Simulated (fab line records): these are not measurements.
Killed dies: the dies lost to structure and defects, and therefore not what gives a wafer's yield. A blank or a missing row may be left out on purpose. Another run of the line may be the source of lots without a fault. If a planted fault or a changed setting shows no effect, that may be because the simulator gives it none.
Chamber matching ; flow nand harc ; 3 sister chambers for NHARC_A_SGD_CUT_DEP_00 on pecvd-04
The step deposits SiNx, target thk 50 nm. 3 wafers are shown with their chamber, then 12 later ones without.

== EACH WAFER AND ITS CHAMBER ==
wafer;chamber;heater power w (W)
L086.3;0;631
L087.4;2;722
L087.6;1;591

== WAFERS WHOSE CHAMBER IS MISSING ==
wafer;heater power w (W)
L088.3;745
L088.4;570
L088.6;764
L090.2;769
L090.3;618
L090.5;621
L094.1;704
L094.2;651
L094.4;651
L096.2;609
L096.3;696
L096.5;599

== CHAMBER TAKEN BY EACH ==
wafer;from the rows above;in truth
L088.3;2;2
L088.4;can't be placed: 1 or 0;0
L088.6;2;2
L090.2;2;2
L090.3;can't be placed: 0 or 1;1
L090.5;can't be placed: 0 or 1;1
L094.1;2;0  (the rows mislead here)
L094.2;can't be placed: 0 or 1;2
L094.4;can't be placed: 0 or 1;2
L096.2;can't be placed: 1 or 0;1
L096.3;can't be placed: 2 or 0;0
L096.5;can't be placed: 1 or 0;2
3 of 12 placed correctly. Cannot be placed on the basis of these rows: 8; the candidates contain the true chamber in 5. Wrongly placed: 1.
How it was worked out, from the rows above alone: a wafer's distance from a chamber is the root of the sum, over the readings, of the square of ((its reading less the chamber's mean) divided by the reading's scatter). If the next closest chamber is less than 2 further off than the closest, the wafer can't be placed; otherwise it belongs to the closest. The mean given for a chamber averages the wafers shown for that chamber. The scatter (one wafer shown for each chamber): square how far every hidden wafer sits from the nearest shown wafer, average those squares and take the square root.
